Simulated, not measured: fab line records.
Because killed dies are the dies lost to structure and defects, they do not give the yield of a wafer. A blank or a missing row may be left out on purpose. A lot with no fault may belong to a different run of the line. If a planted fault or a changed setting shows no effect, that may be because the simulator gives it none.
Matching of chambers + flow nand harc + NHARC_A_ONON_D2_DEP_33 on pecvd-03: 3 sister chambers
The step deposits SiO2, target thk 200 nm. 6 wafers are shown with their chamber, then 8 later ones without.

## EACH WAFER AND ITS CHAMBER
| wafer  | chamber | throttle valve pct (%) | heater power w (W) |
|--------|---------|------------------------|--------------------|
| L087.5 | 2       | 17.0                   | 543                |
| L087.6 | 0       | 15.4                   | 659                |
| L089.1 | 0       | 15.4                   | 577                |
| L089.2 | 2       | 16.8                   | 605                |
| L089.3 | 1       | 16.8                   | 356                |
| L092.1 | 1       | 16.9                   | 438                |

## WAFERS MISSING THEIR CHAMBER
| wafer  | throttle valve pct (%) | heater power w (W) |
|--------|------------------------|--------------------|
| L092.5 | 17.0                   | 323                |
| L092.6 | 15.1                   | 630                |
| L097.1 | 15.1                   | 690                |
| L097.3 | 17.0                   | 419                |
| L097.6 | 15.7                   | 695                |
| L097.2 | 17.0                   | 636                |
| L097.4 | 17.0                   | 417                |
| L097.5 | 16.6                   | 627                |

## EACH ONE'S CHAMBER
| wafer  | from the rows above     | in truth |
|--------|-------------------------|----------|
| L092.5 | 1                       | 1        |
| L092.6 | 0                       | 0        |
| L097.1 | 0                       | 0        |
| L097.3 | can't be placed: 1 or 2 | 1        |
| L097.6 | 0                       | 0        |
| L097.2 | 2                       | 2        |
| L097.4 | can't be placed: 1 or 2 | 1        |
| L097.5 | can't be placed: 2 or 1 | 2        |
Placed correctly: 5 of 8. Unplaceable from these rows: 3, with the true chamber sitting among the candidates in 3. 0 placed wrongly.
How it was worked out, from the rows above alone: a wafer's distance from a chamber is the root of the sum, over the readings, of the square of ((its reading less the chamber's mean) divided by the reading's scatter). The wafer belongs to the nearest chamber; if the next one is less than 2 further off, it can't be placed. For every chamber, the mean is computed from those of its wafers that are shown. The scatter: the root of (the sum of the squares of (reading less its chamber's mean) over the shown wafers, divided by (wafers less chambers)).
